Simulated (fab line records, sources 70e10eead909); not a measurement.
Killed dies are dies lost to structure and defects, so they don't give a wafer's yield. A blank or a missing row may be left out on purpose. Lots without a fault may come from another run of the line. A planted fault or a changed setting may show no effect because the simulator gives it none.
fab line records | flow nand_harc
record lots=5 wafers=15 last_day=24
route steps=1159 shown P_GATE@170 END@1159
lots that met no fault: from a run of the same line without faults
start_h: hours from the record's first day to the start of the lot's first wafer shown | wait_h: hours since the lot's step before | " the same as in the row above | L1.1+2: a row that stands for several wafers | - no value, or no start given | * or withheld: withheld | < > ~ a bound
route shown NAME@n: a module of which the file shows steps, and the number in the route of the first | usual: mean/standard deviation of fault-free wafers | same: alike in all rows | chamber/n: place in a boat | sites: the reading at each site | _std_site: their standard deviation | _edge_site: outer sites' mean less inner sites' | radius_mm: how far each site lies from the wafer's centre | mask NAME#n: copy n | behind: the tool/chamber that last shaped the wafer | hold: why the lot was held/for how many hours/how that ended | device: the transistor (n, p or np) that didn't switch | end of line: the same wafers' tests at the end of the route | a step without rows: its recipe alone | killed: dies lost to structure and defects at the first sort, not the wafer's yield | map: a wafer's dies, x killed, . not, _ none there
set.NAME: the setting as run; set.NAME@STEP: as run at that earlier step | model.NAME: the simulator's own value behind a step, which no gauge read
lots at some steps of the route; a table a step, a row a wafer
services: from which hour (start_h, from the record's first day; less than 0 if before it) a tool's chamber was out of use, for how many hours, and why
## steps
# step NHARC_P_GATE_CD_MEAS_46
# recipe target_cd_nm=720 landing_energy_ev=500
# usual cd_nm=720.0/1.9
# columns lot.wafer tool chamber start_h wait_h cd_nm
L441.3 cd_sem-02 0 112.51 - 720.0
L441.4 " 0 " " 717.9
L441.6 " 0 " " 719.3
L442.3 cd_sem-03 0 122.58 - 720.3
L442.5 " 0 " " 718.7
L442.6 " 0 " " 719.3
L454.1 cd_sem-03 0 206.24 - 716.9
L454.3 " 0 " " 717.1
L454.4 " 0 " " 720.4
L456.2 cd_sem-01 0 209.78 - 717.0
L456.5 " 0 " " 717.2
L456.6 " 0 " " 715.8
L459.1 cd_sem-03 0 225.28 - 719.9
L459.4 " 0 " " 717.5
L459.5 " 0 " " 719.2
# step NHARC_P_GATE_HARDBAKE_47
# recipe temp_c=125 time_s=80
# step NHARC_P_GATE_DESCUM_48
# recipe time_s=3 o2_flow_sccm=200 ar_flow_sccm=0 bias_power_w=0 chemistry=O2
# usual drypump_motor_current_A=5.7/0.51 oes_product_au=1.000/0.0082 rf_vpp_V=57.7/0.91 showerhead_plenum_p_Torr=1.91/0.061 throttle_valve_pct=11.312/0.0092
# columns lot.wafer tool chamber start_h wait_h drypump_motor_current_A oes_product_au rf_hours_counter_h rf_vpp_V showerhead_plenum_p_Torr throttle_valve_pct
L441.3 rie_diel-01 3 112.68 - 6.2 0.999 28 57.3 1.87 11.313
L441.4 " 0 " " 5.7 0.997 25 57.9 1.91 11.326
L441.6 " 2 " " 5.1 1.010 - 58.2 1.87 11.306
L442.3 rie_diel-02 0 122.74 - 6.6 1.009 49 58.0 1.88 11.314
L442.6 " 0 " " 6.6 1.019 - 56.8 1.88 11.313
L442.5 " 1 " " 6.7 1.010 - 58.2 1.89 11.318
L454.3 rie_diel-01 2 206.61 - 5.1 1.005 15 58.2 1.86 11.312
L454.1 " 1 " " 5.4 1.006 14 57.0 2.01 11.299
L454.4 " 0 " " 5.7 0.994 - 57.4 1.91 11.304
L456.2 rie_diel-02 1 210.00 - 6.7 0.990 18 57.4 1.89 11.304
L456.6 " 1 " " 6.7 0.993 - 56.8 1.89 11.301
L456.5 " 2 " " 5.4 1.000 - 56.3 1.77 11.324
L459.1 rie_diel-12 3 225.44 - 5.9 0.985 4 58.2 1.86 11.305
L459.4 " 0 " " 6.7 1.002 4 56.4 1.89 11.307
L459.5 " 0 " " 6.7 0.992 - 58.7 1.89 11.331
# step NHARC_P_GATE_IMPLANT_49
# recipe energy_kev=30 dose_cm2=3e+15 tilt_deg=7
# step NHARC_P_GATE_STRIP_111
# recipe power_w=1500 temp_c=110 time_s=250 chemistry=N2/H2
# usual drypump_motor_current_A=5.8/0.43 heater_power_w=88/10 temp_c=110.00/0.13
# columns lot.wafer tool chamber start_h wait_h drypump_motor_current_A heater_power_w rf_hours_counter_h temp_c
L441.3 plasma_asher-01 1 113.14 0.2 6.3 103 - 110.04
L441.4 " 0 " " 5.2 74 - 109.93
L441.6 " 0 " " 5.2 74 - 110.05
L442.3 plasma_asher-02 0 123.27 0.3 6.1 80 - 109.94
L442.5 " 1 " " 5.6 90 - 110.05
L442.6 " 0 " " 6.1 81 - 110.00
L454.1 plasma_asher-01 0 207.00 0.2 5.2 77 30 109.97
L454.3 " 0 " " 5.2 74 - 110.11
L454.4 " 1 " " 6.2 101 - 110.10
L456.2 plasma_asher-01 1 210.43 0.2 6.3 102 31 110.12
L456.6 " 0 " " 5.2 74 - 109.95
L456.5 " 1 " " 6.2 103 - 110.16
L459.1 plasma_asher-01 0 225.82 0.2 5.2 77 39 110.12
L459.4 " 0 " " 5.2 77 - 109.71
L459.5 " 1 " " 6.3 104 - 110.27
# step NHARC_P_GATE_STRIP_75
# recipe power_w=1500 temp_c=250 chemistry=O2
# usual drypump_motor_current_A=5.8/0.42 heater_power_w=328/38 temp_c=250.02/0.18
# columns lot.wafer tool chamber start_h wait_h drypump_motor_current_A heater_power_w rf_hours_counter_h temp_c
L441.3 plasma_asher-01 1 113.36 0.2 6.2 375 - 250.29
L441.4 " 0 " " 5.2 283 - 250.15
L441.6 " 0 " " 5.2 284 - 250.06
L442.3 plasma_asher-02 0 123.45 0.1 6.1 309 - 249.96
L442.5 " 1 " " 5.6 347 - 249.86
L442.6 " 0 " " 6.1 300 - 249.71
L454.1 plasma_asher-01 0 207.30 0.2 5.2 283 30 249.73
L454.3 " 0 " " 5.2 280 - 250.20
L454.4 " 1 " " 6.2 368 - 249.92
L456.2 plasma_asher-01 1 210.69 0.2 6.3 372 31 249.86
L456.6 " 0 " " 5.2 280 - 249.80
L456.5 " 1 " " 6.3 381 - 249.92
L459.1 plasma_asher-01 0 226.11 0.2 5.2 285 39 249.70
L459.4 " 0 " " 5.2 292 - 249.93
L459.5 " 1 " " 6.3 375 - 249.77
# step NHARC_P_GATE_STRIP_50
# recipe time_s=900 temp_c=130 chemistry=SPM
# step NHARC_P_GATE_DEHYDRATE_51
# recipe temp_c=150 time_s=120
# step NHARC_P_GATE_HMDS_52
# recipe time_s=30
# step NHARC_P_GATE_COAT_53
# recipe spin_rpm=3000
# step NHARC_P_GATE_SOFTBAKE_54
# recipe temp_c=122 time_s=95
# step NHARC_P_GATE_EBR_55
# step NHARC_P_GATE_EXPOSE_56
# recipe na=0.6 target_cd_nm=720 dose_mj=14.81 mask_id=P_PSD
# usual exposure_dose_mJ_cm2=14.809/0.017
# columns lot.wafer tool chamber start_h wait_h mask exposure_dose_mJ_cm2
L441.3 krf_scanner-02 0 114.13 - P_PSD_R1#0 14.848
L441.4 " 0 " " P_PSD_R1#0 14.828
L441.6 " 0 " " P_PSD_R1#0 14.827
L442.3 krf_scanner-02 0 124.07 - P_PSD#0 14.819
L442.5 " 0 " " P_PSD#0 14.792
L442.6 " 0 " " P_PSD#0 14.790
L454.1 krf_scanner-01 0 208.07 - P_PSD#0 14.799
L454.3 " 0 " " P_PSD#0 14.780
L454.4 " 0 " " P_PSD#0 14.799
L456.2 krf_scanner-01 0 211.32 - P_PSD#0 14.796
L456.5 " 0 " " P_PSD#0 14.795
L456.6 " 0 " " P_PSD#0 14.818
L459.1 krf_scanner-01 0 226.77 - P_PSD#0 14.832
L459.4 " 0 " " P_PSD#0 14.813
L459.5 " 0 " " P_PSD#0 14.823
# step NHARC_P_GATE_PEB_57
# recipe peb_temp_c=118 peb_time_s=85
# step NHARC_P_GATE_DEVELOP_58
# recipe time_s=70
# step NHARC_P_GATE_CD_MEAS_59
# recipe target_cd_nm=720 landing_energy_ev=500
# usual cd_nm=719.5/1.9
# columns lot.wafer tool chamber start_h wait_h cd_nm
L441.3 cd_sem-03 0 114.29 - 697.4
L441.4 " 0 " " 694.1
L441.6 " 0 " " 693.4
L442.3 cd_sem-01 0 124.22 - 720.4
L442.5 " 0 " " 720.6
L442.6 " 0 " " 723.0
L454.1 cd_sem-02 0 208.23 - 719.0
L454.3 " 0 " " 721.8
L454.4 " 0 " " 718.0
L456.2 cd_sem-01 0 211.48 - 720.9
L456.5 " 0 " " 720.6
L456.6 " 0 " " 717.7
L459.1 cd_sem-03 0 226.92 - 718.2
L459.4 " 0 " " 718.4
L459.5 " 0 " " 720.0
# step NHARC_P_GATE_HARDBAKE_60
# recipe temp_c=125 time_s=80
# step NHARC_END_SORT_01
# recipe temp_c=25
# usual killed_at_array=27/11 killed_at_other=0.6/1 killed_at_periphery=3.0/2.1 killed_dies=31/12 killed_open=3.2/1.7 killed_short=1.7/1.4
# same gross_dies=677
# columns lot.wafer tool chamber start_h wait_h killed_at_array killed_at_other killed_at_periphery killed_dies killed_open killed_short
L441.3 prober-02 0 462.39 3.1 20 0 0 20 3 3
L441.4 prober-02 0 463.19 3.4 19 0 1 20 2 0
L441.6 prober-02 0 464.80 4.0 18 1 3 22 4 2
L459.1 prober-01 0 576.85 2.5 49 1 6 56 3 2
L459.4 prober-01 0 579.28 3.4 48 0 5 53 2 2
L459.5 prober-01 0 580.10 3.7 38 2 5 45 2 5
# killed by level:class
L441.3 A_SLIT:chamber_film_flake=8 A_CHANNEL_HOLE_D1:chamber_film_flake=4 A_ONON_D1:geometric_particle:short=2 A_CONTACT:geometric_particle:open=2 A_CONTACT:chamber_film_flake=2 A_CHANNEL_FILL_D1:geometric_particle:short=1 A_WL_FILL:geometric_particle:open=1
L441.4 A_SLIT:chamber_film_flake=9 A_CHANNEL_HOLE_D1:chamber_film_flake=5 A_CONTACT:chamber_film_flake=2 P_M0:geometric_particle:open=1 A_CONTACT:geometric_particle:open=1 A_CHANNEL_FILL_D1:chamber_film_flake=1 A_STAIRCASE:chamber_film_flake=1
L441.6 A_SLIT:chamber_film_flake=6 A_CHANNEL_HOLE_D1:chamber_film_flake=4 A_CHANNEL_FILL_D1:geometric_particle:open=2 A_CHANNEL_FILL_D1:chamber_film_flake=2 A_CONTACT:chamber_film_flake=2 P_M1:geometric_particle:open=1 P_M2:geometric_particle:short=1 A_CHANNEL_FILL_D1:geometric_particle:short=1
L459.1 A_SLIT:chamber_film_flake=18 A_STAIRCASE:chamber_film_flake=11 A_CHANNEL_HOLE_D1:chamber_film_flake=9 A_CONTACT:chamber_film_flake=6 P_BONDPAD:chamber_film_flake=4 P_STI:chamber_film_flake=2 A_CHANNEL_FILL_D1:geometric_particle:open=1 A_WL_FILL:geometric_particle:short=1
L459.4 A_SLIT:chamber_film_flake=17 A_CONTACT:chamber_film_flake=12 A_STAIRCASE:chamber_film_flake=9 A_CHANNEL_HOLE_D1:chamber_film_flake=7 P_BONDPAD:chamber_film_flake=3 A_SGD_CUT:geometric_particle:short=2 P_M0:geometric_particle:open=1 A_CHANNEL_FILL_D1:geometric_particle:open=1
L459.5 A_SLIT:chamber_film_flake=13 A_CHANNEL_HOLE_D1:chamber_film_flake=8 A_STAIRCASE:chamber_film_flake=7 A_CONTACT:chamber_film_flake=7 P_BONDPAD:chamber_film_flake=2 P_GATE:geometric_particle:short=1 P_M0:geometric_particle:open=1 A_ONON_D1:geometric_particle:short=1
## services
# columns tool chamber start_h hours kind
rie_diel-01 0 92.58 - clean
rie_diel-01 1 92.58 - clean
rie_diel-01 2 92.58 - clean
rie_diel-01 3 92.58 - clean
rie_diel-12 3 99.58 4.0 repair
plasma_asher-01 - 100.99 9.0 pm
plasma_asher-01 0 100.99 9.0 vent_cycle
plasma_asher-01 1 100.99 9.0 vent_cycle
krf_scanner-02 - 106.36 2.0 repair
plasma_asher-01 0 109.99 - clean
plasma_asher-01 1 109.99 - clean
krf_scanner-01 - 124.06 0.3 repair
rie_diel-01 - 137.80 9.0 pm
rie_diel-02 - 150.78 9.0 pm
krf_scanner-01 - 165.36 1.4 repair
plasma_asher-02 - 172.30 1.2 repair
krf_scanner-01 0 172.60 - calibration
plasma_asher-02 - 183.00 9.0 pm
rie_diel-12 3 192.43 5.1 repair
rie_diel-12 - 202.62 9.0 pm
rie_diel-01 3 204.20 3.6 repair
krf_scanner-02 - 210.00 4.0 pm
rie_diel-12 - 212.33 1.2 repair
rie_diel-01 1 216.27 6.4 repair
## key
first_sign step=NHARC_P_GATE_EXPOSE_56 reading=mask direction=changed
effect step=NHARC_P_GATE_CD_MEAS_59 reading=cd_nm direction=down sigmas=13 usual=719.5 struck=694.9
met_at NHARC_P_GATE_EXPOSE_56
struck_wafers L441.3,L441.4,L441.6
tester_left_out L441
fault kind=wrong_mask tool=any chamber=- onset_h=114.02 steps=NHARC_P_GATE_EXPOSE_56 aux_copy=P_PSD_R1#0 cd_offset_nm=-23.886 scope=struck_lots_only
# tester_left_out: of these lots the tester's yield and bins aren't shown, on N5 and GAA mostly nor the transistor test; their killed dies are dies lost to structure and defects alone, not to doping, threshold or leakage, so they don't give the yield
